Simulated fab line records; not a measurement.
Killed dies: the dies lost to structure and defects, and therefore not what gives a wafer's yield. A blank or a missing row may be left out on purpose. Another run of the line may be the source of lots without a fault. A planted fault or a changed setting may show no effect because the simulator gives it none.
fab line records    flow n5_finfet
[record] lots = 7  wafers = 39
route steps=1938 shown FIN_SAQP@102 FIN_CUT@173 GATE_CUT@484
start_h: hours from the record's first day to the start of the lot's first wafer shown    wait_h: hours elapsed since this lot's preceding step    " repeats the value in the row above    L1.1+2: a row that stands for several wafers    - value missing, or start not given    * or withheld: withheld    < > ~ a bound
route shown NAME@n: names a module that has steps shown in the file, with the first one's number in the route    usual: mean and standard deviation over wafers with no fault    same: alike in all rows    chamber/n: place in a boat    sites: the reading at each site    _std_site: standard deviation of those values    _edge_site: outer sites' mean less inner sites'    radius_mm: for every site, how far away it sits from the centre of the wafer    mask NAME#n: copy n    behind: the tool/chamber that last shaped the wafer    hold: cause of the lot's hold/its duration in hours/its outcome    device: whichever transistor did not switch (one of n, p or np)    end of line: the route-end tests of the same wafers    a step with no rows: only its recipe    killed: the dies lost at the first sort to structure and to defects; this is not the yield of the wafer    map: a wafer's dies, marking killed ones x, the rest . and places with no die _
set.NAME: the setting that was run; set.NAME@STEP: the one run at that earlier step    model.NAME: the simulator's own value behind a step, which no gauge read
lots whose settings were changed on purpose; a table a step, a row a wafer
[[steps]]
[step N5_FIN_SAQP_HM_DEP_72]
[recipe] material = SiO2  target_thk_a = 120  temp_c = 400  precursor = SiH4/N2O  pressure_torr = 0.75  rf_w = 275  time_s = 7.2
lot.wafer  tool      chamber  start_h  wait_h  set.time_s  model.SiO2_of_FIN_SAQP_HM_DEP_72.thk_nm
L076.1     pecvd-04  2        33.67    0.0     6.061       9.971
L076.2     "         0        "        "       6.061       10.17
L076.3     "         1        "        "       7.2         11.98
L076.4     "         1        "        "       6.061       10.36
L076.5     "         2        "        "       7.2         12.05
L076.6     "         0        "        "       7.2         12.24
L077.1     pecvd-04  1        39.20    0.0     7.2         12.16
L077.2+6   "         0        "        "       7.2         12.2
L077.3     "         2        "        "       7.2         11.79
L077.4     "         2        "        "       7.2         11.96
L077.5     "         1        "        "       7.2         12.22
L078.1     pecvd-03  0        45.92    0.0     7.2         11.97
L078.4     "         1        "        "       7.2         12.29
L078.6     "         0        "        "       7.2         12.02
L084.1     pecvd-03  1        81.70    0.0     7.2         11.71
L084.2     "         0        "        "       8.254       13.92
L084.3     "         2        "        "       7.2         12.16
L084.4     "         2        "        "       8.254       14.11
L084.5     "         1        "        "       7.2         11.95
L084.6     "         0        "        "       8.254       14.03
L085.1+4   pecvd-03  0,1      87.70    0.0     7.2         12.1
L085.2     "         2        "        "       7.2         12.19
L085.3     "         1        "        "       7.2         12.05
L085.5     "         0        "        "       7.2         12.16
L085.6     "         2        "        "       7.2         12.42
L092.1     pecvd-04  1        130.50   0.0     6.284       10.46
L092.2     "         2        "        "       6.284       10.38
L092.3     "         0        "        "       6.284       10.37
L092.4     "         0        "        "       7.2         12.11
L092.5     "         2        "        "       7.2         12.03
L092.6     "         1        "        "       7.2         11.97
L094.1     pecvd-03  0        143.37   0.0     7.2         11.6
L094.2+6   "         2,1      "        "       7.2         11.85
L094.3     "         1        "        "       7.2         11.61
L094.4     "         2        "        "       7.2         12.2
L094.5     "         0        "        "       7.2         12.03
[step N5_FIN_SAQP_COAT_49]
[recipe] resist = SOC  temp_c = 250  time_s = 60  spin_rpm = 1500  resist_thk_nm = 100
[step N5_FIN_SAQP_COAT_50]
[recipe] resist = SiARC  temp_c = 220  time_s = 60  spin_rpm = 1500  resist_thk_nm = 35
[step N5_FIN_SAQP_ETCH_52]
[recipe] chemistry = N2/H2  target = SOC  target_depth_a = 1000  overetch_a = 200  mask_material = SiARC  temp_c = 40  time_s = 150  ion_energy_ev = 200  pressure_mtorr = 30  source_w = 840  bias_w = 150  n2_flow_sccm = 200  h2_flow_sccm = 200  ends = end_point
[step N5_FIN_SAQP_STRIP_53]
[recipe] chemistry = N2/H2  temp_c = 40  n2_flow_sccm = 200  h2_flow_sccm = 200  rf_frequency_hz = 6e+07
[step N5_FIN_SAQP_HM_OPEN_73]
[recipe] chemistry = CHF3/O2  target = SiO2  stop_on = a-Si  target_depth_a = 120  over_etch_frac = 1.8  mask_material = SOC  time_s = 16.8  pressure_mtorr = 30  source_w = 650  bias_w = 170  Ar_flow_sccm = 200  CHF3_flow_sccm = 50  O2_flow_sccm = 5  ion_energy_ev = 200  ends = end_point
lot.wafer  tool         chamber  start_h  wait_h  set.time_s@FIN_SAQP_HM_DEP_72  model.etch.depth_nm
L076.1     rie_diel-01  0        34.41    0.0     6.061                          9.971
L076.2     "            2        "        "       6.061                          10.17
L076.3     "            3        "        "       7.2                            11.98
L076.4     "            1        "        "       6.061                          10.36
L076.5     "            0        "        "       7.2                            12.05
L076.6     "            3        "        "       7.2                            12.24
L077.1     rie_diel-05  1        39.82    0.0     7.2                            12.16
L077.2+6   "            3,2      "        "       7.2                            12.2
L077.3     "            2        "        "       7.2                            11.79
L077.4     "            0        "        "       7.2                            11.96
L077.5     "            1        "        "       7.2                            12.22
L078.1     rie_diel-01  1        46.72    0.0     7.2                            11.97
L078.4     "            0        "        "       7.2                            12.29
L078.6     "            0        "        "       7.2                            12.02
L084.1     rie_diel-05  0        82.44    0.0     7.2                            11.71
L084.2     "            1        "        "       8.254                          13.92
L084.3     "            3        "        "       7.2                            12.16
L084.4     "            0        "        "       8.254                          14.11
L084.5     "            3        "        "       7.2                            11.95
L084.6     "            1        "        "       8.254                          14.03
L085.1+4   rie_diel-03  0,3      88.45    0.0     7.2                            12.1
L085.2     "            2        "        "       7.2                            12.19
L085.3     "            1        "        "       7.2                            12.05
L085.5     "            3        "        "       7.2                            12.16
L085.6     "            0        "        "       7.2                            12.42
L092.1     rie_diel-05  3        131.25   0.0     6.284                          10.46
L092.2     "            1        "        "       6.284                          10.38
L092.3     "            0        "        "       6.284                          10.37
L092.4     "            2        "        "       7.2                            12.11
L092.5     "            2        "        "       7.2                            12.03
L092.6     "            3        "        "       7.2                            11.97
L094.1     rie_diel-03  3        144.11   0.0     7.2                            11.6
L094.2+6   "            1,3      "        "       7.2                            11.85
L094.3     "            2        "        "       7.2                            11.61
L094.4     "            0        "        "       7.2                            12.2
L094.5     "            2        "        "       7.2                            12.03
[step N5_FIN_CUT_CUT_ETCH_26]
[recipe] chemistry = CH3F/O2  target = SiNx  target_depth_a = 390  mask_material = SOC  time_s = 55.7  pressure_mtorr = 30  source_w = 395  bias_w = 73  Ar_flow_sccm = 150  CH3F_flow_sccm = 30  O2_flow_sccm = 20  ion_energy_ev = 120
lot.wafer  tool         chamber  start_h  wait_h  set.time_s  model.etch.depth_nm  model.SOC_of_FIN_CUT_COAT_18.thk_nm
L076.1     rie_diel-02  0        40.68    0.0     55.7        37.81                212
L076.2     "            2        "        "       60.11       41.74                210.8
L076.3     "            1        "        "       55.7        39.8                 211.4
L076.4     "            3        "        "       55.7        38.65                212
L076.5     "            1        "        "       60.11       42.47                210
L076.6     "            0        "        "       60.11       41.07                211.4
L077.1     rie_diel-06  3        44.91    0.0     55.7        38.57                211.6
L077.2     "            2        "        "       45.12       32.34                215
L077.3     "            0        "        "       55.7        39.35                211.4
L077.4     "            1        "        "       45.12       32.5                 215
L077.5     "            3        "        "       45.12       31.46                215.6
L077.6     "            2        "        "       55.7        39.78                211.8
L078.1     rie_diel-06  2        52.35    0.0     55.7        39.94                210.6
L078.4     "            0        "        "       55.7        39.31                210.8
L078.6     "            1        "        "       55.7        40.14                210.4
L084.1     rie_diel-04  3        87.83    0.0     59.59       42.02                210.4
L084.2     "            2        "        "       59.59       40.59                211.2
L084.3     "            0        "        "       55.7        38.51                211.4
L084.4     "            1        "        "       55.7        38                   212.2
L084.5     "            0        "        "       55.7        38.68                211.6
L084.6     "            3        "        "       59.59       42.44                210.6
L085.1     rie_diel-04  0        94.53    0.0     55.7        38.45                212
L085.2     "            2        "        "       55.7        37.93                212.2
L085.3     "            1        "        "       55.7        37.52                212.6
L085.4     "            3        "        "       55.7        39.25                211.6
L085.5     "            0        "        "       55.7        38.23                212
L085.6     "            3        "        "       55.7        38.83                212
L092.1     rie_diel-02  2        136.35   0.0     55.7        39.17                211.4
L092.2     "            1        "        "       68.95       48.85                207.2
L092.3     "            3        "        "       55.7        39.3                 211
L092.4     "            0        "        "       68.95       46.63                208
L092.5     "            3        "        "       68.95       48.87                206.8
L092.6     "            2        "        "       55.7        39.23                211.6
L094.1     rie_diel-04  3        150.13   0.0     63.23       44.43                208.4
L094.2     "            1        "        "       55.7        37.53                212
L094.3     "            0        "        "       63.23       43.42                210
L094.4     "            2        "        "       55.7        38.17                212.4
L094.5     "            0        "        "       63.23       43.77                209.6
L094.6     "            1        "        "       55.7        37.61                212.4
[step N5_GATE_CUT_EXPOSE_10]
[recipe] mask_id = GATE_CUT  na = 0.33  source_shape = annular  sigma_inner = 0.35  sigma_outer = 0.8  polarization = unpolarized  target_cd_nm = 20  dose_mj = 43.25
lot.wafer         tool            chamber  start_h  wait_h  mask        set.dose_mj
L076.1+2+6        euv_scanner-01  0        97.60    -       GATE_CUT#0  43.25
L076.3+4+5        "               0        "        "       GATE_CUT#0  41.52
L077.1+2+6        euv_scanner-01  0        101.14   -       GATE_CUT#0  44.34
L077.3+4+5        "               0        "        "       GATE_CUT#0  43.25
L078.1+4+6        euv_scanner-02  0        107.83   -       GATE_CUT#0  43.25
L084.1+2+4        euv_scanner-02  0        149.33   -       GATE_CUT#0  45.27
L084.3+5+6        "               0        "        "       GATE_CUT#0  43.25
L085.1+2+3        euv_scanner-02  0        151.27   -       GATE_CUT#0  40.45
L085.4+5+6        "               0        "        "       GATE_CUT#0  43.25
L092.1+2+5        euv_scanner-02  0        193.15   -       GATE_CUT#0  40.75
L092.3+4+6        "               0        "        "       GATE_CUT#0  43.25
L094.1+2+3+4+5+6  euv_scanner-02  0        207.32   -       GATE_CUT#0  43.25
[step N5_GATE_CUT_PEB_11]
[recipe] peb_temp_c = 100  peb_time_s = 60  resist = CAR-EUV
[step N5_GATE_CUT_DEVELOP_12]
[recipe] develop_time_s = 30  developer = TMAH  resist = CAR-EUV  rinse_liquid = surfactant_rinse  dry = air_spin  dev_temp_c = 23
[step N5_GATE_CUT_CD_MEAS_13]
[recipe] target_cd_nm = 20  landing_energy_ev = 500  detector = se_inlens
[usual] cd_nm = 19.92/0.27
lot.wafer  tool       chamber  start_h  wait_h  set.dose_mj@GATE_CUT_EXPOSE_10  cd_nm
L076.1     cd_sem-03  0        97.73    -       43.25                           19.80
L076.2     "          0        "        "       43.25                           19.22
L076.3     "          0        "        "       41.52                           18.68
L076.4     "          0        "        "       41.52                           18.80
L076.5     "          0        "        "       41.52                           18.97
L076.6     "          0        "        "       43.25                           19.69
L077.1     cd_sem-01  0        101.27   -       44.34                           20.91
L077.2     "          0        "        "       44.34                           20.63
L077.3     "          0        "        "       43.25                           20.32
L077.4     "          0        "        "       43.25                           19.77
L077.5     "          0        "        "       43.25                           19.55
L077.6     "          0        "        "       44.34                           20.08
L078.1     cd_sem-01  0        107.96   -       43.25                           19.90
L078.4     "          0        "        "       43.25                           19.52
L078.6     "          0        "        "       43.25                           19.64
L084.1     cd_sem-03  0        149.47   -       45.27                           21.01
L084.2     "          0        "        "       45.27                           20.85
L084.3     "          0        "        "       43.25                           19.96
L084.4     "          0        "        "       45.27                           21.08
L084.5     "          0        "        "       43.25                           19.85
L084.6     "          0        "        "       43.25                           19.86
L085.1     cd_sem-02  0        151.40   -       40.45                           18.44
L085.2     "          0        "        "       40.45                           18.43
L085.3     "          0        "        "       40.45                           18.36
L085.4     "          0        "        "       43.25                           20.20
L085.5     "          0        "        "       43.25                           20.02
L085.6     "          0        "        "       43.25                           20.12
L092.1     cd_sem-02  0        193.28   -       40.75                           18.63
L092.2     "          0        "        "       40.75                           18.84
L092.3     "          0        "        "       43.25                           19.75
L092.4     "          0        "        "       43.25                           19.74
L092.5     "          0        "        "       40.75                           18.63
L092.6     "          0        "        "       43.25                           19.81
L094.1     cd_sem-01  0        207.45   -       43.25                           19.97
L094.2     "          0        "        "       43.25                           19.82
L094.3     "          0        "        "       43.25                           19.88
L094.4     "          0        "        "       43.25                           19.90
L094.5     "          0        "        "       43.25                           19.43
L094.6     "          0        "        "       43.25                           19.65
[step N5_GATE_CUT_DESCUM_18]
[recipe] chemistry = O2  time_s = 7  source_power_w = 50  bias_power_w = 20  pressure_mtorr = 20  rf_frequency_hz = 2.712e+07  temp_c = 40  resist = CAR-EUV  o2_flow_sccm = 225
lot.wafer   tool         chamber  start_h  wait_h  set.dose_mj@GATE_CUT_EXPOSE_10  model.GATE_CUT.cd_nm
L076.1+2+6  rie_diel-04  2,3,0    97.86    0.0     43.25                           19.8
L076.3      "            1        "        "       41.52                           18.8
L076.4+5    "            0,1      "        "       41.52                           19
L077.1      rie_diel-06  3        101.40   0.0     44.34                           20.2
L077.2      "            0        "        "       44.34                           20.6
L077.3      "            2        "        "       43.25                           19.8
L077.4      "            1        "        "       43.25                           19.4
L077.5      "            0        "        "       43.25                           19.6
L077.6      "            3        "        "       44.34                           20
L078.1+4    rie_diel-02  2,0      108.08   0.0     43.25                           20
L078.6      "            1        "        "       43.25                           19.8
L084.1      rie_diel-02  3        149.61   0.1     45.27                           20.6
L084.2      "            2        "        "       45.27                           20.8
L084.3+5    "            1,2      "        "       43.25                           19.8
L084.4      "            0        "        "       45.27                           21
L084.6      "            3        "        "       43.25                           19.6
L085.1      rie_diel-04  2        151.52   0.0     40.45                           18.2
L085.2+3    "            3,0      "        "       40.45                           18.4
L085.4      "            1        "        "       43.25                           20.2
L085.5      "            0        "        "       43.25                           19.8
L085.6      "            3        "        "       43.25                           20
L092.1      rie_diel-04  0        193.41   0.0     40.75                           18.4
L092.2      "            3        "        "       40.75                           18.8
L092.3      "            1        "        "       43.25                           20
L092.4+6    "            2,1      "        "       43.25                           19.8
L092.5      "            2        "        "       40.75                           18.6
L094.1      rie_diel-02  3        207.57   0.0     43.25                           19.6
L094.2+6    "            1,2      "        "       43.25                           19.8
L094.3+4    "            2,0      "        "       43.25                           20
L094.5      "            3        "        "       43.25                           19.2
[step N5_GATE_CUT_ETCH_28]
[recipe] chemistry = N2/H2  target = underlayer  target_depth_a = 130  mask_material = CAR-EUV  time_s = 10.4  ion_energy_ev = 200  pressure_mtorr = 30  source_w = 840  bias_w = 150  n2_flow_sccm = 200  h2_flow_sccm = 200  ends = cleared
lot.wafer  tool         chamber  start_h  wait_h  set.dose_mj@GATE_CUT_EXPOSE_10  model.GATE_CUT.cd_nm
L076.1     rie_diel-04  2        97.89    0.0     43.25                           19.4
L076.2+6   "            3,0      "        "       43.25                           19.8
L076.3+4   "            1,0      "        "       41.52                           18.8
L076.5     "            1        "        "       41.52                           19
L077.1     rie_diel-06  3        101.43   0.0     44.34                           20.2
L077.2     "            0        "        "       44.34                           20.6
L077.3+5   "            2,0      "        "       43.25                           19.6
L077.4     "            1        "        "       43.25                           19.4
L077.6     "            3        "        "       44.34                           20
L078.1+6   rie_diel-02  2,1      108.12   0.0     43.25                           20
L078.4     "            0        "        "       43.25                           19.8
L084.1     rie_diel-02  3        149.64   0.0     45.27                           20.4
L084.2     "            2        "        "       45.27                           20.8
L084.3     "            1        "        "       43.25                           19.8
L084.4     "            0        "        "       45.27                           21
L084.5     "            2        "        "       43.25                           19.6
L084.6     "            3        "        "       43.25                           19.4
L085.1     rie_diel-04  2        151.56   0.0     40.45                           18
L085.2+3   "            3,0      "        "       40.45                           18.4
L085.4     "            1        "        "       43.25                           20.2
L085.5     "            0        "        "       43.25                           19.8
L085.6     "            3        "        "       43.25                           20
L092.1     rie_diel-04  0        193.44   0.0     40.75                           18.4
L092.2     "            3        "        "       40.75                           18.8
L092.3+6   "            1        "        "       43.25                           19.8
L092.4     "            2        "        "       43.25                           19.6
L092.5     "            2        "        "       40.75                           18.6
L094.1     rie_diel-02  3        207.61   0.0     43.25                           19.6
L094.2+6   "            1,2      "        "       43.25                           19.8
L094.3+4   "            2,0      "        "       43.25                           20
L094.5     "            3        "        "       43.25                           19.2
[step N5_GATE_CUT_ETCH_36]
[recipe] chemistry = CF4  target = SiARC  target_depth_a = 130  mask_material = CAR-EUV  time_s = 21.7  ion_energy_ev = 80  pressure_mtorr = 40  source_w = 545  bias_w = 36  Ar_flow_sccm = 100  cf4_flow_sccm = 100  ends = cleared
[step N5_GATE_CUT_ETCH_37]
[recipe] chemistry = N2/H2  target = SOC  target_depth_a = 600  overetch_a = 120  mask_material = SiARC  temp_c = 40  time_s = 90  ion_energy_ev = 200  pressure_mtorr = 30  source_w = 840  bias_w = 150  n2_flow_sccm = 200  h2_flow_sccm = 200
lot.wafer  tool         chamber  start_h  wait_h  set.dose_mj@GATE_CUT_EXPOSE_10  model.GATE_CUT.cd_nm
L076.1     rie_diel-04  2        97.94    0.0     43.25                           19.6
L076.2     "            3        "        "       43.25                           19.8
L076.3     "            1        "        "       41.52                           18.6
L076.4     "            0        "        "       41.52                           19.2
L076.5     "            1        "        "       41.52                           18.8
L076.6     "            0        "        "       43.25                           20.2
L077.1+2   rie_diel-06  3,0      101.48   0.0     44.34                           20.4
L077.3+4   "            2,1      "        "       43.25                           19.4
L077.5     "            0        "        "       43.25                           19.6
L077.6     "            3        "        "       44.34                           20.2
L078.1+4   rie_diel-02  2,0      108.16   0.0     43.25                           19.8
L078.6     "            1        "        "       43.25                           19.6
L084.1     rie_diel-02  3        149.69   0.0     45.27                           20.6
L084.2     "            2        "        "       45.27                           20.8
L084.3     "            1        "        "       43.25                           19.6
L084.4     "            0        "        "       45.27                           21
L084.5+6   "            2,3      "        "       43.25                           19.8
L085.1     rie_diel-04  2        151.60   0.0     40.45                           17.8
L085.2     "            3        "        "       40.45                           18.4
L085.3     "            0        "        "       40.45                           18.6
L085.4+6   "            1,3      "        "       43.25                           19.8
L085.5     "            0        "        "       43.25                           20
L092.1     rie_diel-04  0        193.49   0.0     40.75                           18.8
L092.2+5   "            3,2      "        "       40.75                           18.6
L092.3     "            1        "        "       43.25                           19.4
L092.4     "            2        "        "       43.25                           19.8
L092.6     "            1        "        "       43.25                           19.2
L094.1+6   rie_diel-02  3,2      207.65   0.0     43.25                           19.8
L094.2+5   "            1,3      "        "       43.25                           19.6
L094.3     "            2        "        "       43.25                           20
L094.4     "            0        "        "       43.25                           20.4
[[key]]
[split] step = N5_FIN_SAQP_HM_DEP_72  setting = time_s  stated = 7.2  by = wafer
[response] step = N5_FIN_SAQP_HM_DEP_72  reading = model.SiO2_of_FIN_SAQP_HM_DEP_72.thk_nm  change = +0.13  per = 1%  r = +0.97
[response] step = N5_FIN_SAQP_HM_OPEN_73  reading = model.etch.depth_nm  change = +0.13  per = 1%  r = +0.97
[split] step = N5_FIN_CUT_CUT_ETCH_26  setting = time_s  stated = 55.7  by = wafer
[response] step = N5_FIN_CUT_CUT_ETCH_26  reading = model.etch.depth_nm  change = +0.39  per = 1%  r = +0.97
[response] step = N5_FIN_CUT_CUT_ETCH_26  reading = model.SOC_of_FIN_CUT_COAT_18.thk_nm  change = -0.179  per = 1%  r = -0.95
[split] step = N5_GATE_CUT_EXPOSE_10  setting = dose_mj  stated = 43.25  by = wafer
[response] step = N5_GATE_CUT_CD_MEAS_13  reading = cd_nm  change = +0.226  per = 1%  r = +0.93
[response] step = N5_GATE_CUT_DESCUM_18  reading = model.GATE_CUT.cd_nm  change = +0.236  per = 1%  r = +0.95
[response] step = N5_GATE_CUT_ETCH_28  reading = model.GATE_CUT.cd_nm  change = +0.235  per = 1%  r = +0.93
[response] step = N5_GATE_CUT_ETCH_37  reading = model.GATE_CUT.cd_nm  change = +0.219  per = 1%  r = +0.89
